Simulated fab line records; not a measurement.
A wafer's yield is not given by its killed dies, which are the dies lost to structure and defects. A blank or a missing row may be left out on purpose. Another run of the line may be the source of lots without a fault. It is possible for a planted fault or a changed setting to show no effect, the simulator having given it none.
fab line records | flow n5Finfet | part 2 of 2: steps 5 to 6 of 6
[record] lots = 22 wafers = 66 lastDay = 17
route steps=1938 shown WELL_APT@30 PMOS_HMC_CHANNEL_EPI@68 FIN_SAQP@96
lots that met no fault: taken from a fault-free run of the same line
startH: hours from the record's opening day to when the first of the lot's shown wafers began | waitH: hours since the lot's step before | " the same as in the row above | L1.1+2: a row that stands for several wafers | - value missing, or start not given | * or withheld: withheld | < > ~ a bound
route shown NAME@n: names a module that has steps shown in the file, with the first one's number in the route | usual: the fault-free wafers' mean and standard deviation | same: alike in all rows | chamber/n: place in a boat | sites: per-site readings | _std_site: the values' standard deviation | _edge_site: inner sites' mean taken away from outer sites' mean | radiusMm: for every site, how far away it sits from the centre of the wafer | mask NAME#n: copy n | behind: the last tool/chamber to shape the wafer | hold: the reason the lot was held/the length of the hold in hours/how it ended | device: names the non-switching transistor (n, p or np) | end of line: tests run on the same wafers once the route is complete | where a step has no rows: the recipe by itself | killed: at the first sort, the dies lost to defects and structure; wafer yield is something else | map: a wafer's dies, marking killed ones x, the rest . and places with no die _
set.NAME: the setting as run; set.NAME@STEP: as run at that earlier step | model.NAME: the simulator's own value behind a step, which no gauge read
the route's steps for a sample of lots (tables are steps, rows are wafers)
services: a tool's chamber out of use, with start hour (startH, from the record's first day; less than 0 if before it), hours out, and reason
[[steps]]
[step N5_FIN_SAQP_HM_DEP_03]
[recipe] material = SiNx targetThkA = 380 tempC = 400 precursor = SiH4/NH3/N2 pressureTorr = 1.5 rfW = 300 timeS = 33.6
[usual] heaterPowerOuterW = 423/47 heaterPowerW = 721/85 showerheadPlenumPTorr = 5.14/0.056 throttleValvePct = 40.2/2.4
// columns lot.wafer tool chamber startH waitH heaterPowerOuterW heaterPowerW showerheadPlenumPTorr throttleValvePct
L074.2 pecvd-04 1 23.52 0.2 364 658 5.24 44.9
L074.3 " 2 " " 474 742 5.17 38.3
L074.5 " 1 " " 358 656 5.24 44.7
L075.3 pecvd-04 2 27.23 0.1 418 666 5.17 38.2
L075.4 " 0 " " 316 606 5.10 40.4
L075.6 " 1 " " 403 743 5.25 44.7
L077.1 pecvd-01 2 39.97 0.2 461 727 5.16 41.8
L077.3 " 0 " " 471 784 5.03 37.8
L077.4 " 0 " " 470 798 5.02 38.0
L078.1 pecvd-03 0 44.76 0.2 477 884 5.19 39.2
L078.3 " 1 " " 435 701 5.11 42.6
L078.5 " 1 " " 445 700 5.12 42.5
L079.1 pecvd-03 0 51.08 0.2 449 809 5.19 39.2
L079.4 " 1 " " 368 610 5.11 42.5
L079.6 " 1 " " 378 610 5.11 42.2
L080.1 pecvd-03 1 57.74 0.2 346 568 5.11 42.4
L080.2 " 0 " " 454 828 5.20 39.3
L080.4 " 0 " " 458 823 5.21 39.3
L081.1 pecvd-03 0 63.87 0.2 444 810 5.21 39.4
L081.2 " 1 " " 371 610 5.12 42.7
L081.3 " 2 " " 425 741 5.11 36.3
L082.2 pecvd-01 0 69.42 0.2 449 797 5.02 38.0
L082.4 " 2 " " 432 684 5.15 41.4
L082.6 " 0 " " 454 818 5.01 38.0
L083.3 pecvd-04 0 75.69 0.1 388 704 5.09 40.5
L083.5 " 0 " " 380 690 5.10 40.2
L083.6 " 2 " " 371 629 5.18 38.5
L084.3 pecvd-03 1 80.75 0.2 417 684 5.11 42.6
L084.4 " 2 " " 383 658 5.12 36.2
L084.5 " 1 " " 416 677 5.12 42.5
L085.3 pecvd-03 1 88.94 0.2 390 621 5.12 42.5
L085.5 " 2 " " 352 629 5.11 36.4
L085.6 " 1 " " 391 619 5.12 42.5
L086.2 pecvd-01 1 92.97 0.2 520 866 5.10 39.8
L086.3 " 0 " " 466 800 5.02 38.2
L086.5 " 1 " " 517 871 5.11 40.1
L087.2 pecvd-03 2 99.37 0.2 415 706 5.13 36.4
L087.3 " 1 " " 377 617 5.12 42.3
L087.4 " 0 " " 489 872 5.19 39.4
L088.3 pecvd-04 0 104.50 0.1 375 655 5.09 40.6
L088.4 " 0 " " 377 682 5.10 40.6
L088.6 " 1 " " 431 722 5.24 45.0
L089.4 pecvd-03 0 110.83 0.1 477 837 5.20 39.5
L089.5 " 1 " " 428 677 5.12 42.5
L089.6 " 2 " " 353 631 5.13 36.6
L090.3 pecvd-04 1 117.27 0.1 448 756 5.24 44.7
L090.4 " 2 " " 424 699 5.16 38.8
L090.5 " 1 " " 341 608 5.26 45.0
L091.1 pecvd-03 0 123.62 0.2 435 789 5.21 39.6
L091.2 " 2 " " 414 679 5.12 36.6
L091.5 " 1 " " 413 659 5.11 42.3
L092.1 pecvd-03 2 128.94 0.2 395 694 5.11 36.4
L092.2 " 1 " " 369 620 5.11 42.4
L092.3 " 0 " " 449 870 5.21 39.5
L093.1 pecvd-03 0 134.66 0.2 462 864 5.20 39.6
L093.2 " 1 " " 433 686 5.13 42.5
L093.3 " 2 " " 418 727 5.12 36.4
L094.2 pecvd-01 2 142.71 0.3 393 643 5.14 41.9
L094.4 " 2 " " 379 629 5.12 41.9
L094.5 " 0 " " 386 684 5.00 38.2
L096.2 pecvd-03 1 155.43 0.2 378 626 5.11 42.6
L096.3 " 2 " " 430 737 5.12 36.6
L096.4 " 2 " " 440 704 5.12 36.3
L097.1 pecvd-01 2 159.59 0.2 473 735 5.15 42.0
L097.3 " 1 " " 522 851 5.10 40.1
L097.6 " 0 " " 388 697 5.02 38.1
[step N5_FIN_SAQP_DESCUM_21]
[recipe] chemistry = O2 timeS = 7.9 sourcePowerW = 50 biasPowerW = 20 pressureMtorr = 20 rfFrequencyHz = 2.712e+07 tempC = 40 resist = CAR-ArF o2FlowSccm = 225
[usual] drypumpMotorCurrentA = 5.8/0.51 oesProductAu = 0.87/0.075 rfVppV = 243.7/1.4 showerheadPlenumPTorr = 2.12/0.069 throttleValvePct = 20.45/0.27
// columns lot.wafer tool chamber startH waitH drypumpMotorCurrentA oesProductAu rfHoursCounterH rfVppV showerheadPlenumPTorr throttleValvePct
L074.2 rieDiel-01 1 24.42 0.0 6.0 0.97 12 242.7 2.06 20.79
L074.3 " 0 " " 5.2 0.93 23 244.5 2.14 20.08
L074.5 " 1 " " 6.0 0.97 - 242.6 2.06 20.79
L075.3 rieDiel-01 0 28.10 0.0 5.2 0.91 24 244.7 2.14 20.09
L075.4 " 1 " " 6.0 0.97 13 242.1 2.06 20.81
L075.6 " 2 " " 6.3 0.69 - 243.8 2.13 20.68
L077.1 rieDiel-03 3 41.01 0.1 5.3 0.95 15 245.5 2.23 20.46
L077.3 " 0 " " 5.6 0.70 230 244.6 2.15 20.56
L077.4 " 1 " " 6.6 0.84 68 245.5 2.12 20.78
L078.1 rieDiel-03 0 45.54 0.0 5.5 0.70 232 243.2 2.15 20.57
L078.3 " 1 " " 6.6 0.84 69 243.1 2.12 20.78
L078.5 " 3 " " 5.2 0.95 - 245.4 2.23 20.46
L079.1 rieDiel-06 2 51.99 0.0 5.1 0.77 127 242.1 2.02 20.56
L079.4 " 1 " " 5.7 0.96 - 243.5 2.16 20.44
L079.6 " 2 " " 5.1 0.77 - 242.0 2.02 20.55
L080.1 rieDiel-01 1 58.62 0.1 6.0 0.92 26 242.5 2.06 20.81
L080.2 " 3 " " 5.5 0.86 53 243.1 2.11 20.54
L080.4 " 0 " " 5.2 0.89 - 243.4 2.13 20.09
L081.1 rieDiel-03 2 64.75 0.0 5.8 0.81 116 240.7 2.02 20.35
L081.2 " 1 " " 6.5 0.85 74 244.3 2.12 20.78
L081.3 " 3 " " 5.2 0.93 25 245.1 2.23 20.47
L082.2 rieDiel-06 1 70.51 0.2 5.7 0.94 18 243.3 2.16 20.43
L082.4 " 2 " " 5.1 0.76 136 243.0 2.02 20.58
L082.6 " 2 " " 5.1 0.76 - 240.9 2.02 20.58
L083.3 rieDiel-06 0 78.07 1.5 6.4 0.92 14 244.5 2.22 19.84
L083.5 " 3 " " 6.8 0.99 - 245.9 2.22 20.27
L083.6 " 0 " " 6.4 0.92 - 245.4 2.22 19.82
L084.3 rieDiel-06 2 81.87 0.3 5.1 0.75 141 242.9 2.01 20.57
L084.4 " 1 " " 5.7 0.93 24 243.7 2.16 20.46
L084.5 " 0 " " 6.4 0.92 - 245.4 2.22 19.83
L085.3 rieDiel-01 3 89.69 0.0 5.5 0.85 60 244.5 2.11 20.54
L085.5 " 1 " " 6.0 0.91 - 242.9 2.05 20.81
L085.6 " 0 " " 5.2 0.88 - 243.2 2.13 20.12
L086.2 rieDiel-06 2 93.72 0.0 5.1 0.74 145 241.8 2.01 20.60
L086.3 " 0 " " 6.4 0.91 20 245.3 2.21 19.84
L086.5 " 2 " " 5.1 0.74 - 241.8 2.01 20.59
L087.2 rieDiel-01 2 100.24 0.0 6.3 0.94 7 245.4 2.12 20.36
L087.3 " 0 " " 5.2 0.87 50 244.3 2.13 20.12
L087.4 " 3 " " 5.5 0.85 64 243.7 2.11 20.55
L088.3 rieDiel-06 0 105.37 0.0 6.4 0.89 24 245.2 2.21 19.84
L088.4 " 1 " " 5.7 0.89 32 244.3 2.15 20.46
L088.6 " 1 " " 5.7 0.90 - 243.5 2.15 20.46
L089.4 rieDiel-01 2 111.80 0.3 6.3 0.95 11 243.7 2.12 20.37
L089.5 " 0 " " 5.2 0.87 - 243.5 2.13 20.12
L089.6 " 3 " " 5.5 0.84 - 243.4 2.11 20.56
L090.3 rieDiel-03 1 118.26 0.1 6.6 0.81 93 241.7 2.11 20.82
L090.4 " 2 " " 5.7 0.80 - 242.5 2.01 20.40
L090.5 " 3 " " 5.3 0.88 - 245.3 2.22 20.51
L091.1 rieDiel-03 3 124.50 0.2 5.3 0.89 47 244.6 2.22 20.51
L091.2 " 1 " " 6.6 0.81 96 245.0 2.11 20.83
L091.5 " 2 " " 5.7 0.79 - 241.6 2.01 20.42
L092.1 rieDiel-01 3 129.82 0.0 5.5 0.85 75 244.0 2.10 20.59
L092.2 " 1 " " 6.0 0.90 50 243.4 2.05 20.86
L092.3 " 0 " " 5.2 0.87 61 243.0 2.13 20.12
L093.1 rieDiel-01 1 135.58 0.2 6.0 0.88 53 241.8 2.05 20.86
L093.2 " 2 " " 6.3 0.92 20 244.3 2.12 20.39
L093.3 " 0 " " 5.2 0.85 63 244.0 2.12 20.13
L094.2 rieDiel-03 0 144.22 0.7 5.5 0.96 5 245.2 2.14 20.30
L094.4 " 1 " " 6.6 0.79 107 243.5 2.11 20.83
L094.5 " 0 " " 5.5 0.96 - 244.1 2.14 20.33
L096.2 rieDiel-01 1 156.27 0.1 6.0 0.89 62 242.6 2.04 20.85
L096.3 " 0 " " 5.2 0.84 72 241.1 2.12 20.15
L096.4 " 3 " " 5.5 0.83 85 243.8 2.10 20.59
L097.1 rieDiel-01 0 160.34 0.0 5.3 0.84 73 245.5 2.12 20.15
L097.3 " 2 " " 6.3 0.90 30 243.8 2.11 20.39
L097.6 " 2 " " 6.3 0.90 - 244.1 2.11 20.41
[[services]]
// columns tool chamber startH hours kind
pecvd-03 1 -7.24 2.1 scheduledDown
rieDiel-06 1 3.13 - clean
rieDiel-02 1 6.27 1.3 repair
pecvd-03 2 12.48 17.8 repair
rieDiel-01 3 43.34 2.7 repair
rieDiel-02 3 48.96 2.3 repair
rieDiel-01 2 50.19 4.4 repair
rieDiel-01 2 54.60 - clean
rieDiel-01 2 54.60 - consumableReplace:focusRing
rieDiel-01 2 54.60 19.1 scheduledDown
rieDiel-01 2 54.60 19.1 ventCycle
rieDiel-02 - 57.25 0.3 repair
rieDiel-05 3 57.32 15.3 repair
rieDiel-03 1 57.35 3.9 repair
rieDiel-01 - 69.10 10.0 pm
pecvd-04 - 87.27 0.5 repair
rieDiel-02 2 88.86 120.4 repair
rieDiel-03 0 112.82 - clean
rieDiel-03 0 112.82 - consumableReplace:focusRing
rieDiel-03 0 112.82 19.3 scheduledDown
rieDiel-03 0 112.82 19.3 ventCycle
pecvd-01 - 118.40 14.6 pm
rieDiel-06 - 142.82 4.3 pm
rieDiel-03 1 153.56 4.8 repair
